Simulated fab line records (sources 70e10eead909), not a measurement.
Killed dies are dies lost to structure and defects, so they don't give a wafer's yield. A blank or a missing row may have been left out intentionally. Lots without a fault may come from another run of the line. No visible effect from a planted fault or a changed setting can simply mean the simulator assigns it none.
8D (eight disciplines) problem report, filled in by code / flow nandHarc / the parts of the form that need people (team, actions taken, sign-off) are left out

## 1. THE ISSUE
Wafers without a fault read 80.4 nm, standard deviation 0.78; cdNm at NHARC_A_M0_CD_MEAS_09 reads a mean of 107.7 nm on 6 wafers belonging to 2 lots. That puts it +35 standard deviations away from the usual mean.
The step: target cd 80 nm.
First seen on wafer L112.1, day 29 22:05, on cdSem-01. At this step, 42 wafers from 14 lots have a number in the record. By rule, "out" or "out of limits" means more than 4 standard deviations away from the usual mean. All remaining wafers that have a number are taken as sound.

## 2. WHAT IT IS, WHAT IT ISN'T
question=which readings at this step; is=cdNm; is not=-
question=which lots; is=L112, L113; is not=L103, L105, L106, L107, L108, L109, L994, L995, L996, L997, L998, L999
question=which wafers of those lots; is=all that have a number; is not=-
question=read on which gauges; is=cdSem-01, cdSem-03; is not=cdSem-02
question=when; is=from day 29 22:05; is not=up to then (36 sound wafers)

## 3. SUSPECTS, AND WHAT RULES EACH OUT
Counting: a tool at any process step up to the reading remains a suspect when it ran all the lots that are out and ran no sound lot after the first of those.
- the gauge at NHARC_A_M0_CD_MEAS_09 is ruled out. Those wafers that are out were read across 2 gauges (cdSem-01, cdSem-03).
- aldMetal-04 at NHARC_A_CONTACT_ALD_18 (deposits TiN, target thk 3 nm, pulse time 1 s, ald cycles 150): kept. All lots that are out passed through it, beginning with L112 at day 29 16:10, and no sound lot followed; its final sound lot before that point was L106 at day 27 21:20.
- arfiScanner-02 at NHARC_A_M0_EXPOSE_06 (exposes mask A M0, target cd 80 nm): kept. All lots that are out passed through it, beginning with L112 at day 29 21:57, and no sound lot followed; its final sound lot before that point was L999 at day 25 10:37. Out on those wafers are its own readings of exposureDoseMJCm2.
Left after counting: aldMetal-04 at NHARC_A_CONTACT_ALD_18, arfiScanner-02 at NHARC_A_M0_EXPOSE_06.

## 4. THE CAUSE (what the simulator had put in)
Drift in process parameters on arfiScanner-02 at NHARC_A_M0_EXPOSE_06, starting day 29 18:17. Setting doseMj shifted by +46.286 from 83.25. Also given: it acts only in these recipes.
Counting leaves 2 suspects; this tool is one of them.

## 5. SEQUENCE OF EFFECTS, ordered by route
Each row: a reading where the mean over the struck wafers with a number is more than 3 standard deviations away from the usual. Scope: only readings with a usual standard deviation given in the record; hours: median across lots of the time from each lot's start at the first step in this table that gives one to its start at this step; sigmas: change in usual standard deviations.
hours=0; step=NHARC_A_M0_EXPOSE_06; reading=exposureDoseMJCm2; usual=83.7; on struck wafers=125.3; change=+41.6; sigmas=+60
hours=0; step=NHARC_A_M0_CD_MEAS_09; reading=cdNm; usual=80.4 nm; on struck wafers=107.7; change=+27.2; sigmas=+35
The process steps in it:
- NHARC_A_M0_EXPOSE_06: exposes mask A M0, target cd 80 nm.

## 6. WHAT WOULD HAVE CAUGHT IT SOONER
In this record the first reading out of limits at a measuring or inspecting step was taken at day 29 22:05, 4 hours after the fault began at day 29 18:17.
At NHARC_A_M0_EXPOSE_06, the tool's own readings (exposureDoseMJCm2) were out on each struck wafer the step has a row for, so an alarm limit on them would have fired on the first such wafer.
Of the lots that are out (2), L113 began NHARC_A_M0_EXPOSE_06 on arfiScanner-02 after day 29 22:05. It would have been spared by a hold on the tool at that moment.
